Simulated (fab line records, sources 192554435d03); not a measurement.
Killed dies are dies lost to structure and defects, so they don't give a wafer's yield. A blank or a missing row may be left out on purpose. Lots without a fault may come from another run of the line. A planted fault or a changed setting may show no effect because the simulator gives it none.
fab line records | flow n5_finfet
record lots=23 wafers=69 last_day=19
route steps=1938 shown HKMG_FIN@401 GATE_CUT@488 MOL_CONTACT_COAG@539
lots that met no fault: from a run of the same line without faults
start_h: hours from the record's first day to the start of the lot's first wafer shown | wait_h: hours since the lot's step before | " the same as in the row above | L1.1+2: a row that stands for several wafers | - no value, or no start given | * or withheld: withheld | < > ~ a bound
route shown NAME@n: a module of which the file shows steps, and the number in the route of the first | usual: mean/standard deviation of fault-free wafers | same: alike in all rows | chamber/n: place in a boat | sites: the reading at each site | _std_site: their standard deviation | _edge_site: outer sites' mean less inner sites' | radius_mm: how far each site lies from the wafer's centre | mask NAME#n: copy n | behind: the tool/chamber that last shaped the wafer | hold: why the lot was held/for how many hours/how that ended | device: the transistor (n, p or np) that didn't switch | end of line: the same wafers' tests at the end of the route | a step without rows: its recipe alone | killed: dies lost to structure and defects at the first sort, not the wafer's yield | map: a wafer's dies, x killed, . not, _ none there
set.NAME: the setting as run; set.NAME@STEP: as run at that earlier step | model.NAME: the simulator's own value behind a step, which no gauge read
steps of the route over a sample of lots; a table a step, a row a wafer
services: from which hour (start_h, from the record's first day; less than 0 if before it) a tool's chamber was out of use, for how many hours, and why
## steps
# step N5_HKMG_FIN_DESCUM_53
# recipe chemistry=O2 time_s=7.9 source_power_w=50 bias_power_w=20 pressure_mtorr=20 rf_frequency_hz=2.712e+07 temp_c=40 resist=CAR-ArF o2_flow_sccm=225
# usual drypump_motor_current_A=5.71/0.25 oes_product_au=0.81/0.092 rf_fwd_power_W=49.32/0.25 rf_vpp_V=243.7/1.3 showerhead_plenum_p_Torr=2.12/0.07 throttle_valve_pct=20.30/0.25
# columns lot.wafer tool chamber start_h wait_h drypump_motor_current_A oes_product_au rf_fwd_power_W rf_hours_counter_h rf_vpp_V showerhead_plenum_p_Torr throttle_valve_pct
L074.2 rie_diel-05 2 77.43 0.0 6.14 0.90 49.04 32 243.0 2.11 20.41
L074.3 " 0 " " 5.56 0.82 49.36 75 242.7 2.14 20.18
L074.6 " 0 " " 5.58 0.81 49.35 - 242.4 2.14 20.19
L075.2 rie_diel-04 3 80.00 0.0 6.05 0.97 49.50 8 245.7 2.24 20.37
L075.3 " 2 " " 5.46 0.71 49.86 184 242.1 1.99 20.85
L075.5 " 1 " " 6.04 0.67 49.22 - 243.9 2.14 20.64
L076.1 rie_diel-05 2 87.95 0.3 6.13 0.90 49.37 36 245.6 2.11 20.42
L076.4 " 2 " " 6.15 0.90 49.34 - 243.2 2.11 20.41
L076.5 " 0 " " 5.59 0.82 49.23 - 244.2 2.14 20.20
L077.3 rie_diel-06 2 94.28 0.4 5.71 0.95 49.08 8 245.6 2.23 19.94
L077.5 " 0 " " 5.55 0.90 49.47 - 246.3 2.22 20.35
L077.6 " 1 " " 5.61 0.87 49.05 - 244.0 2.05 20.18
L078.1 rie_diel-05 3 103.22 0.2 5.87 0.70 49.56 224 243.1 2.06 20.59
L078.2 " 0 " " 5.57 0.81 49.47 85 243.7 2.13 20.20
L078.3 " 1 " " 5.79 0.69 49.56 245 244.3 2.13 20.17
L079.2 rie_diel-05 1 107.92 0.6 5.80 0.69 49.77 247 243.6 2.13 20.15
L079.4 " 0 " " 5.58 0.81 49.33 86 243.1 2.13 20.21
L079.6 " 1 " " 5.80 0.69 49.45 - 243.5 2.13 20.16
L081.2 rie_diel-06 2 114.39 0.0 5.74 0.92 49.05 16 245.6 2.22 19.95
L081.3 " 3 " " 5.27 0.70 48.90 230 243.0 2.14 20.12
L081.5 " 1 " " 5.60 0.85 49.00 - 241.9 2.05 20.20
L080.1 rie_diel-04 0 116.73 0.0 5.44 0.68 49.45 208 245.4 2.08 20.37
L080.2 " 3 " " 6.04 0.91 49.20 20 244.7 2.24 20.39
L080.6 " 0 " " 5.39 0.68 49.51 - 243.8 2.08 20.37
L082.4 rie_diel-05 2 123.93 0.1 6.14 0.86 49.40 - 242.6 2.11 20.43
L082.5 " 0 " " 5.53 0.81 49.48 - 243.7 2.13 20.22
L082.6 " 3 " " 5.94 0.69 49.42 - 242.4 2.06 20.59
L083.2 rie_diel-05 0 130.71 0.0 5.57 0.80 49.50 97 242.9 2.13 20.21
L083.3 " 2 " " 6.15 0.87 49.46 53 243.0 2.11 20.43
L083.5 " 2 " " 6.15 0.86 49.37 - 243.8 2.11 20.44
L084.1 rie_diel-06 1 133.82 0.0 5.62 0.84 49.10 62 243.5 2.04 20.20
L084.4 " 0 " " 5.57 0.88 49.37 37 245.1 2.21 20.38
L084.6 " 0 " " 5.56 0.87 49.53 - 246.0 2.21 20.38
L085.2 rie_diel-06 3 138.80 0.2 5.28 0.69 48.95 238 243.9 2.13 20.16
L085.3 " 0 " " 5.58 0.88 49.68 39 245.1 2.21 20.40
L085.6 " 2 " " 5.74 0.90 48.79 - 245.8 2.22 19.97
L086.2 rie_diel-04 0 144.37 0.0 5.46 0.68 49.38 218 242.6 2.07 20.38
L086.3 " 2 " " 5.47 0.69 49.65 207 239.7 1.98 20.90
L086.4 " 0 " " 5.42 0.68 49.26 - 243.1 2.07 20.38
L087.1 rie_diel-04 3 152.33 0.0 6.02 0.89 49.59 36 245.0 2.23 20.42
L087.2 " 0 " " 5.45 0.67 49.05 222 241.2 2.07 20.40
L087.6 " 3 " " 6.02 0.89 49.42 - 245.3 2.23 20.43
L088.2 rie_diel-06 3 157.77 0.3 5.26 0.69 49.01 245 243.8 2.13 20.15
L088.5 " 1 " " 5.61 0.84 49.06 - 242.2 2.04 20.23
L088.6 " 0 " " 5.59 0.87 49.81 - 244.3 2.21 20.41
L089.2 rie_diel-06 2 160.72 0.2 5.74 0.90 48.91 34 244.7 2.22 19.98
L089.4 " 1 " " 5.66 0.84 49.19 73 242.7 2.04 20.22
L089.5 " 2 " " 5.76 0.90 49.06 - 245.7 2.22 19.98
L090.2 rie_diel-06 3 168.23 0.0 5.26 0.70 48.74 248 244.0 2.13 20.15
L090.3 " 0 " " 5.62 0.88 49.32 49 244.9 2.21 20.39
L090.4 " 2 " " 5.75 0.90 49.10 36 244.6 2.22 19.98
L092.4 rie_diel-06 1 184.66 0.0 5.58 0.83 49.04 - 240.8 2.04 20.22
L092.5 " 2 " " 5.77 0.87 49.03 - 246.1 2.21 19.98
L092.6 " 0 " " 5.59 0.86 49.47 - 244.4 2.21 20.40
L093.1 rie_diel-06 0 187.76 0.0 5.56 0.84 49.45 56 244.8 2.21 20.40
L093.2 " 2 " " 5.74 0.87 49.15 42 245.7 2.21 19.98
L093.4 " 2 " " 5.77 0.87 49.18 - 245.5 2.21 20.00
L094.1 rie_diel-06 0 195.24 0.1 5.57 0.85 49.35 59 245.4 2.21 20.40
L094.2 " 2 " " 5.73 0.87 48.91 46 244.0 2.21 20.00
L094.3 " 3 " " 5.26 1.02 49.04 0 243.3 2.13 19.73
L095.1 rie_diel-05 2 200.21 0.0 6.14 0.83 49.32 80 243.5 2.10 20.50
L095.4 " 2 " " 6.13 0.84 49.39 - 243.6 2.10 20.47
L095.5 " 0 " " 5.55 0.78 49.47 - 243.1 2.12 20.27
L096.3 rie_diel-04 3 209.28 0.0 6.04 0.87 49.30 54 244.8 2.22 20.44
L096.5 " 2 " " 5.45 0.68 49.47 - 240.8 1.98 20.91
L096.6 " 1 " " 6.03 0.94 49.38 - 244.1 2.13 20.23
L097.1 rie_diel-05 1 213.50 0.3 5.81 0.89 49.76 28 244.3 2.12 19.81
L097.5 " 2 " " 6.17 0.82 49.19 - 242.9 2.09 20.48
L097.6 " 1 " " 5.82 0.89 49.65 - 242.8 2.12 19.80
# step N5_HKMG_FIN_STRIP_57
# recipe chemistry=CF4 resist=SiARC power_w=300 bias_power_w=75 pressure_mtorr=50 cf4_flow_sccm=150 rf_frequency_hz=6e+07
# usual drypump_motor_current_A=5.71/0.24 oes_product_au=0.80/0.084 rf_fwd_power_W=293.4/1.2 rf_vpp_V=271.8/1.4 showerhead_plenum_p_Torr=1.82/0.057 throttle_valve_pct=13.47/0.25
# columns lot.wafer tool chamber start_h wait_h drypump_motor_current_A oes_product_au rf_fwd_power_W rf_hours_counter_h rf_vpp_V showerhead_plenum_p_Torr throttle_valve_pct
L074.2 rie_diel-05 2 77.71 0.0 6.13 0.88 293.2 32 272.1 1.81 13.51
L074.3 " 0 " " 5.58 0.81 293.5 75 271.5 1.82 13.23
L074.6 " 0 " " 5.58 0.81 293.1 - 270.2 1.82 13.25
L075.2 rie_diel-04 3 80.28 0.0 6.04 0.94 293.5 8 274.2 1.91 13.37
L075.3 " 2 " " 5.45 0.71 295.0 184 269.5 1.71 13.91
L075.5 " 1 " " 6.07 0.68 - - 271.8 1.83 13.85
L076.1 rie_diel-05 2 88.23 0.0 6.13 0.87 292.9 36 270.0 1.81 13.52
L076.4 " 2 " " 6.16 0.88 292.6 - 270.8 1.81 13.53
L076.5 " 0 " " 5.54 0.81 294.8 - 272.3 1.81 13.23
L077.3 rie_diel-06 2 94.56 0.0 5.76 0.92 295.1 8 273.5 1.91 13.08
L077.5 " 0 " " 5.59 0.89 294.4 - 272.6 1.91 13.50
L077.6 " 1 " " 5.61 0.86 292.0 - 269.0 1.77 13.28
L078.1 rie_diel-05 3 103.50 0.0 5.87 0.70 - 224 270.8 1.79 13.87
L078.2 " 0 " " 5.58 0.80 293.9 85 271.4 1.81 13.27
L078.3 " 1 " " 5.81 0.68 - 246 272.2 1.84 13.57
L079.2 rie_diel-05 1 108.21 0.0 5.79 0.68 - 247 271.3 1.84 13.60
L079.4 " 0 " " 5.57 0.80 295.6 86 272.0 1.81 13.26
L079.6 " 1 " " 5.79 0.68 - - 272.8 1.84 13.57
L081.2 rie_diel-06 2 114.67 0.0 5.75 0.91 291.8 16 272.7 1.90 13.11
L081.3 " 3 " " 5.26 0.70 293.0 230 273.5 1.84 13.51
L081.5 " 1 " " 5.61 0.85 292.7 - 270.8 1.77 13.33
L080.1 rie_diel-04 0 117.01 0.0 5.43 0.70 293.4 208 270.2 1.79 13.60
L080.2 " 3 " " 6.03 0.90 292.7 20 272.3 1.90 13.40
L080.6 " 0 " " 5.41 0.70 - - 270.8 1.79 13.62
L082.4 rie_diel-05 2 124.20 0.0 6.14 0.86 291.9 - 272.9 1.80 13.54
L082.5 " 0 " " 5.57 0.79 292.6 - 271.8 1.81 13.28
L082.6 " 3 " " 5.90 0.70 - - 271.8 1.79 13.91
L083.2 rie_diel-05 0 130.99 0.0 5.60 0.79 292.2 97 270.6 1.81 13.27
L083.3 " 2 " " 6.14 0.85 293.4 54 271.6 1.80 13.54
L083.5 " 2 " " 6.13 0.85 293.6 - 271.3 1.80 13.54
L084.1 rie_diel-06 1 134.10 0.0 5.62 0.85 292.8 62 271.1 1.76 13.33
L084.4 " 0 " " 5.57 0.86 293.8 37 273.0 1.91 13.53
L084.6 " 0 " " 5.59 0.87 294.5 - 272.7 1.91 13.54
L085.2 rie_diel-06 3 139.09 0.0 5.24 0.69 291.9 239 271.1 1.84 13.54
L085.3 " 0 " " 5.58 0.86 293.5 39 272.9 1.91 13.54
L085.6 " 2 " " 5.76 0.89 292.6 - 274.3 1.90 13.13
L086.2 rie_diel-04 0 144.65 0.0 5.45 0.69 - 218 271.8 1.79 13.63
L086.3 " 2 " " 5.46 0.69 296.2 208 267.2 1.70 13.96
L086.4 " 0 " " 5.45 0.69 293.8 - 270.4 1.79 13.61
L087.1 rie_diel-04 3 152.62 0.0 6.05 0.86 295.9 36 273.5 1.90 13.46
L087.2 " 0 " " 5.46 0.69 - 222 271.3 1.79 13.63
L087.6 " 3 " " 6.04 0.87 294.5 - 272.4 1.90 13.43
L088.2 rie_diel-06 3 158.06 0.0 5.26 0.69 292.1 245 272.3 1.84 13.54
L088.5 " 1 " " 5.61 0.84 294.3 - 270.4 1.76 13.34
L088.6 " 0 " " 5.61 0.84 293.1 - 271.5 1.90 13.55
L089.2 rie_diel-06 2 161.00 0.0 5.75 0.87 293.3 34 274.6 1.90 13.15
L089.4 " 1 " " 5.61 0.83 291.6 73 271.4 1.76 13.36
L089.5 " 2 " " 5.75 0.87 292.7 - 272.0 1.90 13.14
L090.2 rie_diel-06 3 168.52 0.0 5.26 0.68 292.4 248 273.1 1.84 13.56
L090.3 " 0 " " 5.59 0.84 293.9 49 274.6 1.90 13.56
L090.4 " 2 " " 5.73 0.86 292.3 36 274.5 1.90 13.15
L092.4 rie_diel-06 1 184.93 0.0 5.59 0.82 292.8 - 269.6 1.76 13.38
L092.5 " 2 " " 5.75 0.86 293.3 - 272.0 1.90 13.15
L092.6 " 0 " " 5.58 0.83 292.7 - 273.3 1.90 13.57
L093.1 rie_diel-06 0 188.04 0.0 5.59 0.83 293.4 56 273.2 1.90 13.57
L093.2 " 2 " " 5.74 0.87 291.6 43 272.7 1.90 13.16
L093.4 " 2 " " 5.75 0.85 291.9 - 273.4 1.90 13.16
L094.1 rie_diel-06 0 195.52 0.0 5.59 0.82 294.1 59 272.7 1.90 13.58
L094.2 " 2 " " 5.76 0.85 292.3 46 273.1 1.89 13.18
L094.3 " 3 " " 5.26 1.00 292.4 0 273.0 1.84 12.97
L095.1 rie_diel-05 2 200.50 0.0 6.16 0.81 292.5 80 270.8 1.79 13.61
L095.4 " 2 " " 6.16 0.82 293.2 - 272.4 1.79 13.63
L095.5 " 0 " " 5.56 0.77 292.7 - 272.9 1.80 13.34
L096.3 rie_diel-04 3 209.56 0.0 6.02 0.85 293.3 54 273.0 1.89 13.47
L096.5 " 2 " " 5.44 0.67 295.0 - 268.7 1.69 14.04
L096.6 " 1 " " 6.05 0.91 290.9 - 272.8 1.82 13.33
L097.1 rie_diel-05 1 213.78 0.0 5.81 0.88 294.3 28 271.8 1.83 13.08
L097.5 " 2 " " 6.18 0.82 294.5 - 270.1 1.79 13.64
L097.6 " 1 " " 5.78 0.88 296.8 - 271.6 1.83 13.08
# step N5_HKMG_FIN_PWFM_ALD_03
# recipe material=TiN target_thk_a=20 temp_c=400 ald_precursor_family=TiCl4 ald_co_reactant=NH3 pulse_time_s=1 purge_time_s=3 co_reactant_purge_time_s=2 co_reactant_pulse_time_s=2 ald_cycles=91 pressure_torr=3
# usual heater_power_w=859/80 precursor_pulse_height_rel=1.001/0.021
# columns lot.wafer tool chamber start_h wait_h heater_power_w precursor_pulse_height_rel since_wet_clean_h
L074.2 ald_metal-01 1 79.92 0.0 753 0.964 2820
L074.3 " 3 " " 867 0.996 2820
L074.6 " 0 " " 914 0.984 -
L075.2 ald_metal-02 1 82.55 0.0 860 1.002 1284
L075.3 " 2 " " 774 1.012 1284
L075.5 " 1 " " 886 1.022 -
L076.1 ald_metal-02 2 90.40 0.0 783 1.024 1292
L076.4 " 1 " " 889 0.997 1292
L076.5 " 1 " " 858 0.997 -
L077.3 ald_metal-01 0 96.80 0.0 908 0.969 2837
L077.5 " 0 " " 905 1.020 -
L077.6 " 1 " " 768 1.001 -
L078.1 ald_metal-01 3 105.73 0.0 894 0.979 2846
L078.2 " 1 " " 749 0.988 2846
L078.3 " 2 " " 1085 0.967 2846
L079.2 ald_metal-02 3 110.40 0.0 793 1.003 1312
L079.4 " 1 " " 872 1.007 1312
L079.6 " 1 " " 876 0.998 -
L081.2 ald_metal-02 3 116.83 0.0 781 1.001 1318
L081.3 " 1 " " 854 0.971 1318
L081.5 " 0 " " 834 0.992 -
L080.1 ald_metal-04 2 119.34 0.0 889 1.026 5936
L080.2 " 0 " " 837 1.027 5936
L080.6 " 2 " " 853 0.985 -
L082.4 ald_metal-02 1 126.36 0.0 855 1.023 1328
L082.5 " 2 " " 805 0.982 -
L082.6 " 3 " " 778 0.971 -
L083.2 ald_metal-04 0 133.24 0.0 831 1.031 5950
L083.3 " 1 " " 794 1.006 5950
L083.5 " 2 " " 860 0.986 -
L084.1 ald_metal-02 1 136.38 0.1 884 0.979 1338
L084.4 " 0 " " 849 1.000 1338
L084.6 " 0 " " 846 1.006 -
L085.2 ald_metal-01 3 141.26 0.0 875 0.976 2881
L085.3 " 2 " " 1046 1.021 2881
L085.6 " 1 " " 760 1.025 -
L086.2 ald_metal-02 1 146.82 0.0 879 0.979 1348
L086.3 " 2 " " 793 1.004 1348
L086.4 " 3 " " 793 0.994 1348
L087.1 ald_metal-01 3 154.78 0.0 871 0.969 2895
L087.2 " 0 " " 898 0.999 2895
L087.6 " 1 " " 757 0.992 -
L088.2 ald_metal-04 0 160.32 0.0 821 0.998 5977
L088.5 " 1 " " 776 1.014 -
L088.6 " 0 " " 839 1.004 -
L089.2 ald_metal-01 3 164.09 0.0 899 1.044 2904
L089.4 " 1 " " 751 0.999 2904
L089.5 " 2 " " 1041 0.969 -
L090.2 ald_metal-02 3 170.81 0.0 805 1.017 1372
L090.3 " 0 " " 850 1.029 1372
L090.4 " 2 " " 783 0.993 1372
L092.4 ald_metal-01 1 187.18 0.1 769 0.983 2927
L092.5 " 2 " " 1045 0.995 -
L092.6 " 1 " " 763 0.979 -
L093.1 ald_metal-04 0 190.37 0.0 830 0.996 6007
L093.2 " 1 " " 786 1.003 6007
L093.4 " 3 " " 965 0.957 6007
L094.1 ald_metal-01 2 197.72 0.0 1060 0.976 2938
L094.2 " 1 " " 750 1.034 2938
L094.3 " 3 " " 896 1.039 2938
L095.1 ald_metal-02 2 202.85 0.0 781 1.029 1404
L095.4 " 3 " " 796 1.012 1404
L095.5 " 1 " " 892 0.989 -
L096.3 ald_metal-02 2 212.85 0.0 771 0.983 1414
L096.5 " 0 " " 849 0.986 -
L096.6 " 3 " " 773 1.004 -
L097.1 ald_metal-04 2 216.41 0.0 866 0.982 6033
L097.5 " 3 " " 927 0.981 -
L097.6 " 2 " " 866 0.978 -
# step N5_GATE_CUT_OVL_MEAS_14
# recipe points_per_wafer=522
# usual GATE_CUT_OVL=0.1/0.55
# columns lot.wafer tool chamber start_h wait_h GATE_CUT_OVL[nm]
L074.2 overlay-01 0 89.23 0.0 0.1
L074.3 " 0 " " 0.2
L074.6 " 0 " " 0.6
L075.2 overlay-02 0 91.49 0.0 1.2
L075.3 " 0 " " 1.0
L075.5 " 0 " " 0.9
L076.1 overlay-02 0 99.19 0.0 0.8
L076.4 " 0 " " 0.7
L076.5 " 0 " " 0.6
L077.3 overlay-02 0 107.49 0.0 0.0
L077.5 " 0 " " -0.1
L077.6 " 0 " " 0.7
L078.1 overlay-01 0 116.47 0.0 0.2
L078.2 " 0 " " -0.4
L078.3 " 0 " " 0.9
L079.2 overlay-01 0 119.50 0.0 -0.4
L079.4 " 0 " " 0.3
L079.6 " 0 " " -1.1
L081.2 overlay-01 0 126.05 0.0 -0.2
L081.3 " 0 " " 0.0
L081.5 " 0 " " 0.2
L080.1 overlay-02 0 128.57 0.0 0.8
L080.2 " 0 " " 0.0
L080.6 " 0 " " -0.1
L082.4 overlay-02 0 135.62 0.0 0.0
L082.5 " 0 " " -0.3
L082.6 " 0 " " 0.8
L083.2 overlay-01 0 142.68 0.0 -0.4
L083.3 " 0 " " -0.4
L083.5 " 0 " " -0.5
L084.1 overlay-01 0 145.45 0.0 0.3
L084.4 " 0 " " 0.8
L084.6 " 0 " " 0.9
L085.2 overlay-02 0 150.21 0.0 0.2
L085.3 " 0 " " 0.6
L085.6 " 0 " " 0.2
L086.2 overlay-01 0 155.90 0.0 -0.3
L086.3 " 0 " " 0.2
L086.4 " 0 " " -0.1
L087.1 overlay-01 0 165.12 0.0 -0.5
L087.2 " 0 " " -0.6
L087.6 " 0 " " -1.0
L088.2 overlay-01 0 169.35 0.0 0.3
L088.5 " 0 " " -0.4
L088.6 " 0 " " -0.7
L089.2 overlay-02 0 173.39 0.0 -0.6
L089.4 " 0 " " 0.7
L089.5 " 0 " " 0.1
L090.2 overlay-01 0 180.17 0.0 -1.2
L090.3 " 0 " " -0.1
L090.4 " 0 " " 0.2
L092.4 overlay-02 0 197.00 0.0 0.2
L092.5 " 0 " " -0.1
L092.6 " 0 " " 0.5
L093.1 overlay-01 0 199.66 0.0 0.1
L093.2 " 0 " " 0.3
L093.4 " 0 " " 0.1
L094.1 overlay-02 0 206.85 0.0 1.1
L094.2 " 0 " " 1.2
L094.3 " 0 " " 0.9
L095.1 overlay-02 0 212.20 0.0 0.5
L095.4 " 0 " " 0.3
L095.5 " 0 " " 0.2
L096.3 overlay-02 0 221.66 0.0 0.2
L096.5 " 0 " " 0.1
L096.6 " 0 " " 0.4
L097.1 overlay-02 0 226.09 0.0 -0.8
L097.5 " 0 " " -0.3
L097.6 " 0 " " 0.4
# step N5_GATE_CUT_THK_MEAS_24
# recipe reads=SiO2_of_GATE_CUT_HM_DEP_46+SiO2_flowable_of_ILD0_FCVD_FILL_01
# usual GC_FILL_THK=219.2/2
# columns lot.wafer tool chamber start_h wait_h GC_FILL_THK[nm]
L074.2 film_metro-01 - 92.85 - 218.0
L074.3 " - " " 217.5
L074.6 " - " " 221.5
L075.2 film_metro-02 - 95.24 - 218.0
L075.3 " - " " 216.6
L075.5 " - " " 217.4
L076.1 film_metro-02 - 101.91 - 217.7
L076.4 " - " " 219.9
L076.5 " - " " 219.8
L077.3 film_metro-01 - 110.21 - 216.7
L077.5 " - " " 219.9
L077.6 " - " " 218.5
L078.1 film_metro-01 - 119.29 - 219.4
L078.2 " - " " 217.8
L078.3 " - " " 221.9
L079.2 film_metro-01 - 122.84 - 219.3
L079.4 " - " " 219.4
L079.6 " - " " 220.5
L081.2 film_metro-02 - 129.60 - 215.3
L081.3 " - " " 215.8
L081.5 " - " " 219.5
L080.1 film_metro-02 - 131.63 - 214.1
L080.2 " - " " 216.5
L080.6 " - " " 218.2
L082.4 film_metro-01 - 138.40 - 219.7
L082.5 " - " " 220.9
L082.6 " - " " 217.7
L083.2 film_metro-01 - 145.39 - 220.9
L083.3 " - " " 220.7
L083.5 " - " " 223.4
L084.1 film_metro-02 - 148.16 - 219.0
L084.4 " - " " 221.8
L084.6 " - " " 222.5
L085.2 film_metro-02 - 152.92 - 217.3
L085.3 " - " " 215.4
L085.6 " - " " 220.3
L086.2 film_metro-01 - 158.78 - 218.2
L086.3 " - " " 218.0
L086.4 " - " " 220.8
L087.1 film_metro-01 - 167.84 - 217.0
L087.2 " - " " 217.9
L087.6 " - " " 218.1
L088.2 film_metro-02 - 172.06 - 222.1
L088.5 " - " " 223.7
L088.6 " - " " 222.9
L089.2 film_metro-02 - 176.14 - 216.5
L089.4 " - " " 220.2
L089.5 " - " " 222.2
L090.2 film_metro-02 - 183.31 - 219.3
L090.3 " - " " 218.3
L090.4 " - " " 221.0
L092.4 film_metro-01 - 199.69 - 218.5
L092.5 " - " " 219.3
L092.6 " - " " 218.9
L093.1 film_metro-02 - 202.38 - 219.8
L093.2 " - " " 217.8
L093.4 " - " " 221.8
L094.1 film_metro-01 - 210.13 - 218.2
L094.2 " - " " 218.2
L094.3 " - " " 218.1
L095.1 film_metro-01 - 214.91 - 221.1
L095.4 " - " " 218.9
L095.5 " - " " 220.7
L096.3 film_metro-02 - 224.93 - 221.7
L096.5 " - " " 225.4
L096.6 " - " " 221.7
L097.1 film_metro-02 - 228.81 - 216.7
L097.5 " - " " 218.4
L097.6 " - " " 217.5
# step N5_MOL_CONTACT_COAG_STRIP_98
# recipe chemistry=N2/H2 power_w=500 temp_c=40 pressure_mtorr=50 rf_frequency_hz=6e+07 overash_fraction=0.3 bias_power_w=8 h2_frac=0.5 n2_flow_sccm=300 h2_flow_sccm=300
# usual drypump_motor_current_A=5.71/0.25 oes_product_au=0.82/0.1 rf_vpp_V=54.4/1.5 showerhead_plenum_p_Torr=3.42/0.13 throttle_valve_pct=18.9/0.4
# columns lot.wafer tool chamber start_h wait_h drypump_motor_current_A oes_product_au rf_hours_counter_h rf_vpp_V showerhead_plenum_p_Torr throttle_valve_pct
L074.2 rie_diel-04 3 94.65 0.0 6.03 0.95 14 55.8 3.59 18.7
L074.3 " 1 " " 6.03 0.67 234 54.1 3.44 19.1
L074.6 " 3 " " 6.05 0.95 - 54.5 3.59 18.7
L075.2 rie_diel-05 2 96.80 0.0 6.15 0.88 39 53.1 3.42 19.0
L075.3 " 1 " " 5.82 0.69 244 55.3 3.44 18.6
L075.5 " 0 " " 5.59 0.81 - 55.5 3.39 18.5
L076.1 rie_diel-06 0 103.49 0.0 5.60 0.89 26 53.4 3.58 18.8
L076.4 " 2 " " 5.76 0.93 12 54.3 3.56 18.2
L076.5 " 1 " " 5.61 0.86 - 54.7 3.29 19.3
L077.3 rie_diel-04 0 111.97 0.0 5.44 0.69 206 53.9 3.33 19.1
L077.5 " 3 " " 6.05 0.93 - 57.6 3.59 18.8
L077.6 " 2 " " 5.47 0.70 - 52.7 3.22 19.4
L078.1 rie_diel-05 2 120.78 0.0 6.14 0.87 48 56.8 3.42 19.0
L078.2 " 3 " " 5.91 0.70 230 51.7 3.33 19.7
L078.3 " 0 " " 5.60 0.81 91 55.9 3.38 18.5
L079.2 rie_diel-04 3 125.17 0.0 6.04 0.91 24 55.8 3.58 18.8
L079.4 " 3 " " 6.06 0.91 - 54.7 3.58 18.7
L079.6 " 1 " " 6.07 0.66 - 55.4 3.44 19.1
L081.2 rie_diel-04 1 131.09 0.0 6.06 0.66 249 53.8 3.44 19.1
L081.3 " 3 " " 6.02 0.90 26 53.2 3.58 18.7
L081.5 " 1 " " 6.06 0.65 - 54.2 3.44 19.1
L080.1 rie_diel-06 2 133.24 0.0 5.77 0.92 23 52.9 3.56 18.2
L080.2 " 3 " " 5.28 0.70 237 52.7 3.44 19.1
L080.6 " 1 " " 5.61 0.85 - 53.9 3.28 19.2
L082.4 rie_diel-05 1 139.89 0.0 5.81 0.99 0 53.2 3.43 18.2
L082.5 " 0 " " 5.58 0.80 - 52.9 3.38 18.6
L082.6 " 1 " " 5.83 1.00 - 54.0 3.43 18.2
L083.2 rie_diel-06 0 146.90 0.0 5.57 0.86 42 57.9 3.57 18.8
L083.3 " 1 " " 5.61 0.84 67 55.3 3.28 19.3
L083.5 " 1 " " 5.62 0.84 - 53.9 3.28 19.3
L084.1 rie_diel-06 0 149.65 0.0 5.61 0.86 43 55.6 3.57 18.8
L084.4 " 3 " " 5.28 0.68 242 51.5 3.44 19.1
L084.6 " 3 " " 5.28 0.69 - 56.0 3.44 19.1
L085.2 rie_diel-06 3 154.67 0.0 5.29 0.68 244 54.4 3.44 19.1
L085.3 " 0 " " 5.59 0.88 44 55.1 3.57 18.8
L085.6 " 0 " " 5.59 0.87 - 54.7 3.57 18.8
L086.2 rie_diel-04 3 160.27 0.0 6.03 0.88 40 54.5 3.57 18.7
L086.3 " 2 " " 5.44 0.69 215 54.7 3.20 19.4
L086.4 " 1 " " 6.05 0.98 3 53.2 3.43 18.6
L087.1 rie_diel-05 1 169.35 0.0 5.82 0.92 10 54.5 3.43 18.2
L087.2 " 0 " " 5.59 0.78 112 53.2 3.37 18.6
L087.6 " 2 " " 6.15 0.85 - 53.5 3.41 19.0
L088.2 rie_diel-04 1 173.56 0.0 6.06 0.96 8 56.0 3.43 18.6
L088.5 " 3 " " 6.02 0.88 - 54.7 3.57 18.8
L088.6 " 2 " " 5.44 0.68 - 51.7 3.20 19.4
L089.2 rie_diel-06 0 177.88 0.0 5.60 0.86 52 56.2 3.57 18.8
L089.4 " 2 " " 5.76 0.87 - 52.3 3.55 18.2
L089.5 " 1 " " 5.62 0.83 - 53.6 3.27 19.3
L090.2 rie_diel-06 1 186.36 0.0 5.61 0.83 81 54.1 3.27 19.3
L090.3 " 2 " " 5.79 0.88 42 55.0 3.55 18.3
L090.4 " 0 " " 5.60 0.86 - 55.8 3.56 18.8
L092.4 rie_diel-06 1 201.20 0.0 5.64 0.82 87 54.4 3.27 19.3
L092.5 " 0 " " 5.60 0.84 - 55.8 3.56 18.9
L092.6 " 3 " " 5.29 1.01 - 53.3 3.43 18.7
L093.1 rie_diel-06 0 204.04 0.0 5.59 0.85 61 57.5 3.56 18.8
L093.2 " 2 " " 5.74 0.87 49 54.9 3.54 18.3
L093.4 " 1 " " 5.59 0.82 87 56.6 3.27 19.3
L094.1 rie_diel-06 0 211.96 0.0 5.61 0.84 63 54.5 3.56 18.8
L094.2 " 3 " " 5.27 0.98 5 55.7 3.43 18.7
L094.3 " 2 " " 5.75 0.85 51 54.9 3.54 18.3
L095.1 rie_diel-05 1 216.40 0.0 5.81 0.89 29 55.2 3.42 18.3
L095.4 " 2 " " 6.17 0.82 87 55.9 3.40 19.0
L095.5 " 3 " " 5.89 0.97 - 55.1 3.31 19.3
L096.3 rie_diel-04 3 226.42 0.0 6.05 0.86 59 52.3 3.56 18.8
L096.5 " 3 " " 6.05 0.87 - 56.0 3.56 18.8
L096.6 " 2 " " 5.46 0.66 - 52.3 3.19 19.5
L097.1 rie_diel-04 1 230.30 0.0 6.06 0.91 24 55.6 3.42 18.7
L097.5 " 3 " " 6.03 0.84 - 55.4 3.56 18.8
L097.6 " 2 " " 5.46 0.65 - 51.3 3.19 19.4
## services
# columns tool chamber start_h hours kind
rie_diel-05 3 87.35 1.4 repair
rie_diel-05 1 117.01 - clean
rie_diel-05 1 117.01 - consumable_replace:focus_ring
rie_diel-05 1 117.01 21.5 scheduled_down
rie_diel-05 1 117.01 21.5 vent_cycle
rie_diel-04 0 120.85 5.2 repair
rie_diel-04 1 135.28 - clean
rie_diel-04 1 135.28 - consumable_replace:focus_ring
rie_diel-04 1 135.28 16.8 scheduled_down
rie_diel-04 1 135.28 16.8 vent_cycle
ald_metal-04 - 147.83 2.8 pm
rie_diel-06 3 172.28 - clean
rie_diel-06 3 172.28 - consumable_replace:focus_ring
rie_diel-06 3 172.28 22.5 scheduled_down
rie_diel-06 3 172.28 22.5 vent_cycle
rie_diel-05 3 184.85 - clean
rie_diel-05 3 184.85 - consumable_replace:focus_ring
rie_diel-05 3 184.85 29.9 scheduled_down
rie_diel-05 3 184.85 29.9 vent_cycle
ald_metal-04 - 188.72 1.3 repair
ald_metal-01 2 209.68 14.3 repair
## key
fault none
